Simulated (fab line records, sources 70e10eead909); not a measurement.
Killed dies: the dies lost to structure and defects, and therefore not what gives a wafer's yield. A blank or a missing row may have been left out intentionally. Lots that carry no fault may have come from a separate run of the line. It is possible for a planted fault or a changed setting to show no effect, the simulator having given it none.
fab line records | flow nand_harc
record: lots: 12 wafers: 36 last_day: 24
route steps=1159 shown A_M1@1049 A_BONDPAD@1073 END@1159
lots untouched by any fault: they come from a run of this same line in which no faults occurred
start_h: start of the lot's first displayed wafer, in hours after the record's first day | wait_h: hours since the lot's step before | " unchanged from the row above | L1.1+2: one row covering several wafers at once | - no value, or no start given | * or withheld: withheld | < > ~ a bound
route shown NAME@n: NAME is a module with steps in the file, n the number in the route of the first one | usual: the fault-free wafers' mean and standard deviation | same: alike in all rows | chamber/n: place in a boat | sites: per-site readings | _std_site: the standard deviation of these | _edge_site: mean of outer sites minus mean of inner sites | radius_mm: for every site, how far away it sits from the centre of the wafer | mask NAME#n: copy n | behind: the tool/chamber that last shaped the wafer | hold: why the lot went on hold/how many hours it stayed there/how the hold came to an end | device: whichever transistor did not switch (one of n, p or np) | end of line: tests run on the same wafers once the route is complete | a step with no rows: only its recipe | killed: not the wafer's yield, but the dies lost to structure and defects at the first sort | map: the dies of a wafer, with x for killed, . for not killed, _ for no die there
set.NAME: the setting the step ran with; set.NAME@STEP: the setting that earlier step ran with | model.NAME: the simulator's own value behind a step, which no gauge read
the route's steps for a sample of lots (tables are steps, rows are wafers)
services: a tool's chamber out of use, with start hour (start_h, from the record's first day; less than 0 if before it), hours out, and reason
== steps ==
step: NHARC_A_M1_PVD_21
recipe: target_thk_a: 300 chamber_pressure_pa: 5 power_w: 5000 substrate_temp_c: 30 time_s: 20.49 material: Cu
usual: throttle_valve_pct: 30.0/1
columns lot.wafer tool chamber start_h wait_h throttle_valve_pct
L134.1 pvd_sputter-01 - - - 30.7
L134.3 " - " " 29.5
L134.6 " - " " 30.7
L137.1 pvd_sputter-01 - - - 32.3
L137.4 " - " " 30.8
L137.5 " - " " 32.4
L138.4 pvd_sputter-01 - - - 29.5
L138.5 " - " " 30.6
L138.6 " - " " 30.9
L135.3 pvd_sputter-03 - - - 28.7
L135.2 " - " " 30.8
L135.4 " - " " 29.8
L140.2 pvd_sputter-03 - - - 30.2
L140.5 " - " " 28.9
L140.6 " - " " 30.9
L147.4 pvd_sputter-02 - - - 29.4
L147.1 " - " " 29.8
L147.5 " - " " 28.3
L150.1 pvd_sputter-02 - - - 29.0
L150.3 " - " " 29.5
L150.6 " - " " 28.2
L153.1 pvd_sputter-03 - - - 29.1
L153.3 " - " " 30.0
L153.6 " - " " 30.4
L151.1 pvd_sputter-03 - - - 31.1
L151.2 " - " " 30.1
L151.6 " - " " 30.9
L152.3 pvd_sputter-03 - - - 30.3
L152.4 " - " " 30.4
L152.6 " - " " 29.9
L155.2 pvd_sputter-03 - - - 30.9
L155.1 " - " " 29.3
L155.5 " - " " 30.1
L154.4 pvd_sputter-02 - - - 29.4
L154.5 " - " " 29.9
L154.6 " - " " 29.0
step: NHARC_A_BONDPAD_OVL_MEAS_35
usual: overlay_x_nm: 1/6.2 overlay_y_nm: 0/5.7
columns lot.wafer tool chamber start_h wait_h overlay_x_nm overlay_y_nm
L134.1 overlay-01 - 411.00 - 6 8
L134.3 " - " " 6 9
L134.6 " - " " 6 8
L137.1 overlay-02 - 416.11 - 3 -2
L137.4 " - " " 2 -2
L137.5 " - " " 3 -1
L138.4 overlay-01 - 422.01 - 0 -3
L138.5 " - " " 1 -3
L138.6 " - " " 0 -3
L135.2 overlay-01 - 425.18 - -1 3
L135.3 " - " " -1 4
L135.4 " - " " -2 3
L140.2 overlay-01 - 450.35 - -1 -1
L140.5 " - " " -1 -2
L140.6 " - " " -2 -2
L147.1 overlay-01 - 502.41 - 4 -4
L147.4 " - " " 4 -4
L147.5 " - " " 5 -3
L150.1 overlay-01 - 507.20 - 8 -5
L150.3 " - " " 8 -4
L150.6 " - " " 8 -5
L153.1 overlay-01 - 512.72 - 1 -3
L153.3 " - " " 1 -3
L153.6 " - " " 1 -3
L151.1 overlay-01 - 515.34 - -4 14
L151.2 " - " " -4 15
L151.6 " - " " -5 15
L152.3 overlay-01 - 516.24 - -3 1
L152.4 " - " " -3 2
L152.6 " - " " -3 1
L155.1 overlay-01 - 530.09 - -13 4
L155.2 " - " " -12 3
L155.5 " - " " -12 4
L154.4 overlay-02 - 530.38 - -4 -14
L154.5 " - " " -4 -14
L154.6 " - " " -4 -14
step: NHARC_A_BONDPAD_ETCH_12
recipe: target_depth_a: 2200 time_s: 110 chf3_flow_sccm: 50 o2_flow_sccm: 10 ar_flow_sccm: 200 rf_w: 500 bias_w: 200 chemistry: CHF3/O2
usual: drypump_motor_current_A: 5.8/0.37 oes_product_au: 0.948/0.023 rf_vpp_V: 370.9/2.3 showerhead_plenum_p_Torr: 2.41/0.099 throttle_valve_pct: 20.573/0.0082
columns lot.wafer tool chamber start_h wait_h drypump_motor_current_A oes_product_au rf_hours_counter_h rf_vpp_V showerhead_plenum_p_Torr throttle_valve_pct
L134.1 rie_diel-11 3 - - 6.2 0.971 2 373.4 2.55 20.572
L134.3 " 2 " " 5.8 0.946 1 368.3 2.32 20.582
L134.6 " 3 " " 6.2 0.967 - 373.9 2.55 20.571
L137.4 rie_diel-11 3 - - 6.1 0.972 2 373.0 2.55 20.568
L137.1 " 1 " " 5.3 0.989 2 371.3 2.44 20.583
L137.5 " 0 " " 5.6 0.983 - 371.0 2.47 20.575
L138.4 rie_diel-11 3 - - 6.2 0.978 2 373.8 2.55 20.579
L138.5 " 1 " " 5.3 0.988 - 370.5 2.44 20.578
L138.6 " 2 " " 5.8 0.945 - 367.6 2.32 20.568
L135.3 rie_diel-11 3 - - 6.1 0.947 3 374.5 2.55 20.582
L135.4 " 0 " " 5.6 0.916 3 370.8 2.47 20.586
L135.2 " 1 " " 5.3 0.930 2 371.6 2.44 20.574
L140.2 rie_diel-11 1 - - 5.3 0.937 3 370.6 2.44 20.566
L140.5 " 0 " " 5.7 0.922 - 372.3 2.47 20.579
L140.6 " 1 " " 5.3 0.927 - 370.4 2.44 20.573
L147.4 rie_diel-11 2 - - 5.7 0.939 4 369.4 2.32 20.572
L147.1 " 3 " " 6.2 0.949 5 373.6 2.55 20.576
L147.5 " 1 " " 5.3 0.966 - 370.9 2.44 20.556
L150.3 rie_diel-11 2 - - 5.8 0.922 5 369.6 2.32 20.573
L150.1 " 3 " " 6.1 0.935 5 372.3 2.55 20.573
L150.6 " 1 " " 5.3 0.935 - 372.1 2.44 20.565
L153.3 rie_diel-11 1 - - 5.3 0.935 6 369.4 2.44 20.588
L153.1 " 2 " " 5.8 0.929 5 368.4 2.32 20.576
L153.6 " 2 " " 5.8 0.924 - 367.5 2.32 20.560
L151.2 rie_diel-11 2 - - 5.8 0.975 5 368.1 2.32 20.576
L151.1 " 0 " " 5.7 0.951 6 371.6 2.47 20.569
L151.6 " 2 " " 5.7 0.977 - 369.9 2.32 20.577
L152.4 rie_diel-11 0 - - 5.7 0.926 6 372.2 2.47 20.561
L152.3 " 3 " " 6.2 0.943 6 374.2 2.55 20.576
L152.6 " 1 " " 5.3 0.936 - 372.0 2.44 20.579
L155.2 rie_diel-11 3 - - 6.2 0.938 6 374.0 2.55 20.567
L155.1 " 1 " " 5.3 0.934 6 370.7 2.44 20.581
L155.5 " 2 " " 5.7 0.925 - 369.2 2.32 20.569
L154.4 rie_diel-12 1 - - 6.0 0.928 24 370.1 2.34 20.571
L154.5 " 1 " " 5.9 0.941 - 368.8 2.35 20.563
L154.6 " 2 " " 5.4 0.919 - 371.1 2.40 20.573
step: NHARC_A_BONDPAD_STRIP_15
recipe: o2_flow_sccm: 500 ar_flow_sccm: 0 bias_w: 0 chemistry: O2
usual: bias_w: 0/0 chamber_pressure_mTorr: 60.00/0.054 drypump_motor_current_A: 5.9/0.4 oes_product_au: 1.001/0.011 rf_vpp_V: 57.9/0.87 showerhead_plenum_p_Torr: 3.54/0.14 throttle_valve_pct: 17.037/0.009
columns lot.wafer tool chamber start_h wait_h bias_w chamber_pressure_mTorr drypump_motor_current_A oes_product_au rf_hours_counter_h rf_vpp_V showerhead_plenum_p_Torr throttle_valve_pct
L134.1 rie_diel-11 0 411.51 0.1 0 59.93 5.6 0.984 2 59.0 3.63 17.034
L134.3 " 2 " " 0 60.01 5.8 0.986 1 58.2 3.41 17.028
L134.6 " 0 " " 0 59.86 5.6 0.998 - 57.5 3.63 17.036
L137.1 rie_diel-11 3 416.63 0.1 - - - - - - - -
L137.4 " 0 " " - - - - - - - -
L137.5 " 0 " " - - - - - - - -
L138.4 rie_diel-11 0 422.52 0.1 - - - - - - - -
L138.6 " 0 " " - - - - - - - -
L138.5 " 1 " " - - - - - - - -
L135.3 rie_diel-12 0 425.71 0.1 - - - - - - - -
L135.2 " 1 " " - - - - - - - -
L135.4 " 2 " " - - - - - - - -
L140.2 rie_diel-11 3 450.91 0.1 0 59.96 6.2 1.006 3 58.0 3.74 17.049
L140.6 " 0 " " 0 59.97 5.7 1.002 - 58.3 3.63 17.037
L140.5 " 1 " " 0 59.95 5.3 1.012 - 57.4 3.58 17.034
L147.1 rie_diel-12 1 502.96 0.1 0 59.97 6.0 1.005 19 59.1 3.45 17.043
L147.4 " 2 " " 0 60.07 5.4 0.984 22 58.2 3.52 17.035
L147.5 " 3 " " 0 59.96 6.3 1.003 - 57.2 3.29 17.031
L150.3 rie_diel-11 1 507.73 0.1 0 59.99 5.3 1.011 5 58.2 3.58 17.035
L150.1 " 2 " " 0 60.05 5.8 0.999 5 57.5 3.41 17.040
L150.6 " 1 " " 0 60.00 5.3 1.011 - 58.3 3.58 17.032
L153.1 rie_diel-11 3 513.27 0.1 0 59.94 6.2 1.014 5 58.6 3.73 17.039
L153.3 " 0 " " 0 60.04 5.6 0.990 6 56.7 3.63 17.026
L153.6 " 2 " " 0 60.03 5.8 0.992 - 56.9 3.41 17.047
L151.1 rie_diel-12 0 515.87 0.1 0 59.98 6.6 0.994 24 56.5 3.47 17.035
L151.2 " 2 " " 0 59.99 5.4 0.980 23 58.9 3.52 17.034
L151.6 " 3 " " 0 60.08 6.3 1.001 - 56.8 3.28 17.034
L152.3 rie_diel-12 3 516.78 0.1 0 59.98 6.3 1.003 25 57.4 3.28 17.035
L152.4 " 0 " " 0 59.96 6.7 0.982 24 57.6 3.47 17.049
L152.6 " 2 " " 0 59.99 5.4 0.982 - 59.8 3.52 17.035
L155.1 rie_diel-11 3 530.70 0.1 0 59.94 6.2 1.014 6 57.3 3.73 17.042
L155.2 " 0 " " 0 60.00 5.6 1.002 7 59.0 3.63 17.046
L155.5 " 3 " " 0 59.95 6.1 1.005 - 57.2 3.73 17.031
L154.4 rie_diel-12 0 530.94 0.1 0 60.03 6.6 1.001 28 58.5 3.47 17.024
L154.6 " 1 " " 0 59.99 5.9 1.026 - 57.8 3.45 17.028
L154.5 " 2 " " 0 59.99 5.4 0.992 - 58.5 3.52 17.038
step: NHARC_END_SORT_01
recipe: temp_c: 25
usual: defect_limited_yield: 95.1/1.5 killed_at_array: 29/10 killed_at_other: 0.7/1 killed_at_periphery: 3.7/2.6 killed_dies: 33/10 killed_open: 3.4/1.8 killed_short: 1.8/1.3 sort_bin_2_pct: 1.5/0.64 sort_bin_3_pct: 0.29/0.24 sort_bin_4_pct: 3.1/0.95 sort_n_pass: 644/10 sort_rim_yield_pct: 96.9/2.6 sort_yield_pct: 95.1/1.5
same: gross_dies: 677 sort_bin_5_pct[%]: 0 sort_bin_6_pct[%]: 0 sort_bin_7_pct[%]: 0 sort_bin_8_pct[%]: 0 sort_rim_n_gross: 106.00
columns lot.wafer tool chamber start_h wait_h defect_limited_yield[%] killed_at_array killed_at_other killed_at_periphery killed_dies killed_open killed_short sort_bin_2_pct[%] sort_bin_3_pct[%] sort_bin_4_pct[%] sort_n_pass sort_rim_yield_pct[%] sort_yield_pct[%]
L150.1 prober-02 0 543.72 2.5 92.6 46 3 1 50 5 1 3.2 0.30 3.8 627 89.6 92.6
L150.3 prober-02 0 545.30 3.1 92.0 51 1 2 54 2 1 2.8 0.59 4.6 623 92.5 92.0
L150.6 prober-02 0 547.67 4.0 91.3 56 2 1 59 2 1 2.7 0.59 5.5 618 96.2 91.3
killed by level:class
L150.1 A_CHANNEL_HOLE_D1:chamber_film_flake=17 A_SLIT:chamber_film_flake=13 A_CONTACT:chamber_film_flake=6 A_STAIRCASE:chamber_film_flake=5 STARTING-WAFER:geometric_particle:open=3 A_SGD_CUT:chamber_film_flake=2 P_M2:geometric_particle:short=1 A_WL_FILL:geometric_particle:open=1
L150.3 A_CHANNEL_HOLE_D1:chamber_film_flake=21 A_SLIT:chamber_film_flake=14 A_CONTACT:chamber_film_flake=6 A_SGD_CUT:chamber_film_flake=5 P_M2:geometric_particle:short=1 A_ONON_D1:geometric_particle:open=1 A_WL_FILL:geometric_particle:open=1 P_CONTACT:chamber_film_flake=1
L150.6 A_CHANNEL_HOLE_D1:chamber_film_flake=22 A_SLIT:chamber_film_flake=12 A_CONTACT:chamber_film_flake=7 A_SGD_CUT:chamber_film_flake=6 A_STAIRCASE:chamber_film_flake=5 A_WL_FILL:chamber_film_flake=2 HYBRID_BOND:latent=2 P_M0:geometric_particle:open=1
== services ==
columns tool chamber start_h hours kind
pvd_sputter-02 - 392.00 10.0 pm
rie_diel-11 0 400.00 - clean
rie_diel-11 1 400.00 - clean
rie_diel-11 2 400.00 - clean
rie_diel-11 3 400.00 - clean
rie_diel-11 0 424.50 - clean
rie_diel-11 1 424.50 - clean
rie_diel-11 2 424.50 - clean
rie_diel-11 3 424.50 - clean
rie_diel-11 3 430.58 3.9 repair
rie_diel-12 1 441.76 11.6 repair
pvd_sputter-01 - 445.54 6.2 repair
rie_diel-11 0 449.00 - clean
rie_diel-11 1 449.00 - clean
rie_diel-11 2 449.00 - clean
rie_diel-11 3 449.00 - clean
pvd_sputter-03 - 458.00 10.0 pm
rie_diel-11 0 473.50 - clean
rie_diel-11 1 473.50 - clean
rie_diel-11 2 473.50 - clean
rie_diel-11 3 473.50 - clean
rie_diel-11 2 475.76 4.6 repair
rie_diel-12 0 478.21 5.0 repair
pvd_sputter-01 - 509.78 9.3 repair
== key ==
first_sign: step: NHARC_A_BONDPAD_STRIP_15 reading: tool_record direction: missing
effect none on later readings
met_at NHARC_A_BONDPAD_STRIP_15
struck_lots L135,L137,L138
not_acting_at NHARC_A_M1_PVD_21,NHARC_A_BONDPAD_OVL_MEAS_35,NHARC_A_BONDPAD_ETCH_12
onset_between 411.51 416.63
fault: kind: skipped_step_whole tool: rie_diel-11,rie_diel-12 chamber: - onset_h: 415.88 steps: NHARC_A_BONDPAD_STRIP_15 scope: struck_lots_only
